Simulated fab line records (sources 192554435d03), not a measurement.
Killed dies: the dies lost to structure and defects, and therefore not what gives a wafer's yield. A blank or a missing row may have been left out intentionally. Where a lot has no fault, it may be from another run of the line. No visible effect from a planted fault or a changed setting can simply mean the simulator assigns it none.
The tool behind it: which one? -- flow n5 finfet -- 30 wafers from 10 lots sampled at 4 of the route's 1938 steps

WHAT THE GAUGES SHOWED, per wafer
N5_FIN_SAQP_CD_MEAS_37: target cd 8 nm.
lot,measured,on,cd nm (nm)
L283,day 2 14:18,cd sem-02,8.38 8.02 7.85
L284,day 2 22:11,cd sem-03,7.70 8.10 7.83
L287,day 3 14:10,cd sem-03,7.86 7.75 8.47
L289,day 4 04:46,cd sem-03,7.68 7.81 7.71
L290,day 4 09:15,cd sem-03,7.89 8.06 8.48
L291,day 4 15:44,cd sem-03,8.23 7.64 8.25
L300,day 6 20:48,cd sem-03,8.40 8.20 7.65
L301,day 7 04:16,cd sem-03,7.81 7.55 8.32
L302,day 7 09:24,cd sem-01,8.08 7.58 8.17
L304,day 7 19:34,cd sem-02,8.22 8.14 8.26

N5_FIN_CUT_INSPECT_17: inspects for defects (brightfield).
lot,measured,on,raw defect count
L283,day 2 16:41,defect inspect-01,394 320 257
L284,day 2 23:54,defect inspect-02,194 169 222
L287,day 3 15:46,defect inspect-02,153 146 279
L289,day 4 06:41,defect inspect-01,224 174 198
L290,day 4 10:56,defect inspect-01,563 689 624
L291,day 4 17:20,defect inspect-01,583 568 588
L300,day 6 22:47,defect inspect-02,265 118 102
L301,day 7 05:44,defect inspect-02,213 162 195
L302,day 7 11:44,defect inspect-01,246 191 242
L304,day 7 21:02,defect inspect-01,301 197 288

TOOL THAT RAN EACH LOT (tool first, then ch and the chambers of the sampled wafers, then the start)
lot,N5_FIN_CUT_STRIP_24,N5_FIN_CUT_CUT_ETCH_26
L283,"rie diel-01 ch 2,3, day 2 15:58","rie diel-01 ch 2,3, day 2 15:59"
L284,"rie diel-01 ch 0,1,2, day 2 23:17","rie diel-01 ch 0,1,2, day 2 23:19"
L287,"rie diel-03 ch 0,1,2, day 3 15:16","rie diel-03 ch 0,1,2, day 3 15:17"
L289,"rie diel-01 ch 0,1,2, day 4 05:56","rie diel-01 ch 0,1,2, day 4 05:57"
L290,"rie diel-01 ch 0,2, day 4 10:21","rie diel-01 ch 0,2, day 4 10:22"
L291,"rie diel-01 ch 0,1,3, day 4 16:50","rie diel-01 ch 0,1,3, day 4 16:51"
L300,"rie diel-06 ch 2,3, day 6 22:14","rie diel-06 ch 2,3, day 6 22:16"
L301,"rie diel-06 ch 0,1,3, day 7 05:14","rie diel-06 ch 0,1,3, day 7 05:16"
L302,"rie diel-01 ch 1,2, day 7 11:04","rie diel-01 ch 1,2, day 7 11:05"
L304,"rie diel-01 ch 0,3, day 7 20:32","rie diel-01 ch 0,3, day 7 20:34"
- N5_FIN_CUT_STRIP_24: strips in CF4.
- N5_FIN_CUT_CUT_ETCH_26: etches SiNx in CH3F/O2, target depth 39 nm, time 55.7 s.

AS READ BY THE TOOLS THEMSELVES (means over the sampled wafers that have a number; for cases with no such wafer, the mark the record gives instead)
N5_FIN_CUT_STRIP_24.
lot,tool,drypump motor current A (A),oes product au (a.u.),power w (W),rf vpp V (V),showerhead plenum p Torr (Torr),throttle valve pct (%)
L283,rie diel-01,5.4,0.77,300.5,272.3,1.85,13.68
L284,rie diel-01,5.5,0.73,300.0,271.5,1.83,13.79
L287,rie diel-03,6.2,0.73,300.3,271.5,1.83,13.85
L289,rie diel-01,5.5,0.73,300.2,272.3,1.83,13.82
L290,rie diel-01,5.4,0.74,299.8,272.1,1.83,13.69
L291,rie diel-01,5.5,0.73,300.3,271.4,1.82,13.93
L300,rie diel-06,5.8,0.75,299.7,269.1,1.69,13.53
L301,rie diel-06,6.3,0.80,299.7,269.6,1.75,13.30
L302,rie diel-01,5.5,0.70,299.4,271.8,1.84,13.91
L304,rie diel-01,5.4,0.74,300.9,270.5,1.82,13.97

N5_FIN_CUT_CUT_ETCH_26.
lot,tool,drypump motor current A (A),oes product au (a.u.),rf vpp V (V),showerhead plenum p Torr (Torr),throttle valve pct (%)
L283,rie diel-01,5.4,0.77,300,2.07,16.48
L284,rie diel-01,5.5,0.74,294,2.05,16.60
L287,rie diel-03,6.2,0.74,305,2.03,16.60
L289,rie diel-01,5.5,0.72,296,2.05,16.62
L290,rie diel-01,5.4,0.73,298,2.06,16.51
L291,rie diel-01,5.5,0.74,293,2.03,16.69
L300,rie diel-06,5.8,0.76,289,1.90,16.37
L301,rie diel-06,6.3,0.82,290,1.97,16.16
L302,rie diel-01,5.5,0.71,297,2.07,16.70
L304,rie diel-01,5.4,0.75,293,2.00,16.68

THE ANSWER, worked out from the rows above alone
Rule: what is usual is taken from the lots themselves. Put in order of their means at a reading, lots are off if they are a third of the lots or fewer, leave a main group of 4 or more, and stand apart from it by a gap of 3 or more times the standard deviation of the main group's means; of several such gaps the widest counts. If all means in a main group match to the digits the tables above print for the reading, that group is not used. Also off: a lot with no number at a reading for which 4 or more lots have one. Any other lot the step has rows for is counted as sound. Order of review: gauges by route order, followed by the tools' own readings, for which a lot's mean as printed above is used. At the first step where some lot is off, the reading lying furthest off is the one used; lots without a number count as furthest.
Off: L290, L291 (N5_FIN_CUT_INSPECT_17, raw defect count). The main group has a mean of 219 with a standard deviation of 48.
A tool fits if, at a process step before that reading, it ran every lot that is off, and no sound lot after the first of them. The gauges at N5_FIN_CUT_INSPECT_17 are tried like those tools. None of those tried fits.

WHAT THE SIMULATOR PUT IN
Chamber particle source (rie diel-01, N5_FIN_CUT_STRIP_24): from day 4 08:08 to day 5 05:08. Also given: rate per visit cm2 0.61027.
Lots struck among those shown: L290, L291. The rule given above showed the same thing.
